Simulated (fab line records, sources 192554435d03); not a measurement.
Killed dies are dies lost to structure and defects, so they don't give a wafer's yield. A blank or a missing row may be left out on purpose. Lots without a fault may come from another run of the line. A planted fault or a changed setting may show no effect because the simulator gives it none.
Split-lot experiment | flow n5_finfet | 7 lots, 21 wafers read, on a route of 1938 steps

THE SPLIT
At N5_FIN_CUT_EXPOSE_05 (exposes mask FIN CUT), the setting dose_mj was moved away from the recipe's 45.75 on 3 of the 21 wafers read, by -4.3% to +5.8%. The other wafers ran this setting at the recipe's value.

FROM THE SPLIT TO THE READING: what the file shows between them, 4 steps
- N5_FIN_CUT_PEB_06: peb time 60 s
- N5_FIN_CUT_DEVELOP_07: develop time 30 s
- N5_FIN_CUT_DESCUM_13: chemistry O2, time 7 s
- N5_FIN_CUT_ETCH_30: etches underlayer in N2/H2, target depth 13 nm, time 10.4 s

THE READING
FIN_CUT.cd_offset_nm (the simulator's own value, which no gauge read), in nm, at N5_FIN_CUT_ETCH_20 (etches SiARC in CF4, target depth 26 nm, time 43.3 s). The file gives no usual value for it. The 18 wafers here that ran the recipe average -0.2 nm, standard deviation 0.15 nm.

wafer  | tool, chamber at the split | dose_mj as run | against the recipe | FIN_CUT.cd_offset_nm, nm | against lot-mates on the recipe
L076.2 | euv_scanner-01, 0          | 45.75          | recipe             | -0.2                     | -
L076.3 | euv_scanner-01, 0          | 45.75          | recipe             | -0.4                     | -
L076.6 | euv_scanner-01, 0          | 45.75          | recipe             | -0.4                     | -
L084.1 | euv_scanner-02, 0          | 45.75          | recipe             | 0                        | -
L084.5 | euv_scanner-02, 0          | 45.75          | recipe             | -0.2                     | -
L084.6 | euv_scanner-02, 0          | 48.39          | +5.8%              | 0.6                      | +0.7
L088.1 | euv_scanner-02, 0          | 45.75          | recipe             | -0.2                     | -
L088.5 | euv_scanner-02, 0          | 45.75          | recipe             | -0.2                     | -
L088.4 | euv_scanner-02, 0          | 45.75          | recipe             | 0                        | -
L089.2 | euv_scanner-01, 0          | 45.75          | recipe             | -0.4                     | -
L089.6 | euv_scanner-01, 0          | 45.75          | recipe             | -0.4                     | -
L089.5 | euv_scanner-01, 0          | 45.75          | recipe             | -0.2                     | -
L090.3 | euv_scanner-01, 0          | 45.75          | recipe             | -0.2                     | -
L090.5 | euv_scanner-01, 0          | 45.75          | recipe             | -0.2                     | -
L090.6 | euv_scanner-01, 0          | 45.75          | recipe             | -0.2                     | -
L093.2 | euv_scanner-01, 0          | 45.75          | recipe             | -0.2                     | -
L093.4 | euv_scanner-01, 0          | 45.75          | recipe             | -0.2                     | -
L093.5 | euv_scanner-01, 0          | 45.75          | recipe             | 0.2                      | -
L094.2 | euv_scanner-01, 0          | 43.79          | -4.3%              | -1                       | -0.8
L094.6 | euv_scanner-01, 0          | 43.79          | -4.3%              | -1                       | -0.8
L094.4 | euv_scanner-01, 0          | 45.75          | recipe             | -0.2                     | -

THE FIT
A straight line over all 21 wafers: FIN_CUT.cd_offset_nm changes by +0.163 nm for each +1% of dose_mj; r = +0.90; the points scatter about the line by 0.15 nm.
The same after taking each lot's own level away (the mean of its wafers on the recipe; 21 wafers): +0.155 nm for each +1%; r = +0.93; scatter 0.12 nm.
On that fit, the largest move of dose_mj shifts the reading by 0.89 nm.
The lots' own levels span -0.33 to -0.07 nm, that is 1.8 times the standard deviation above.
So the lot-to-lot level changes the slope little: the two slopes agree.
Check: with one of the wafers moved furthest among these (+5.8%) left out of the fit, the line predicts +1.08 nm for it against its lot-mates. It came out at +0.7 nm against them.

OTHER SPLITS ON THESE WAFERS
These wafers also went through other splits before the reading. Each is held against what the fit with the lots' levels taken away leaves over:
other split on the same wafers        | wafers away from the commonest value | r with FIN_CUT.cd_offset_nm (lot level and that fit taken away)
N5_WELL_APT_EXPOSE_22 dose_mj         | 6                                    | -0.07
N5_FIN_SAQP_PECVD_06 time_s           | 7                                    | +0.00
N5_FIN_SAQP_DEVELOP_15 develop_time_s | 6                                    | -0.06

THE WHOLE CHAIN: every reading that the file lists as answering this split, in the file's order
step               | what it does                                                | reading                                                               | change (the file's fit)               | r (the file's)
N5_FIN_CUT_ETCH_30 | etches underlayer in N2/H2, target depth 13 nm, time 10.4 s | FIN_CUT.cd_offset_nm (the simulator's own value, which no gauge read) | +0.159 nm for each +1% of the setting | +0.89
N5_FIN_CUT_ETCH_20 | etches SiARC in CF4, target depth 26 nm, time 43.3 s        | FIN_CUT.cd_offset_nm (the simulator's own value, which no gauge read) | +0.145 nm for each +1% of the setting | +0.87

THE FILE'S OWN FIT
FIN_CUT.cd_offset_nm changes by +0.145 nm for each +1% of dose_mj, r = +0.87.
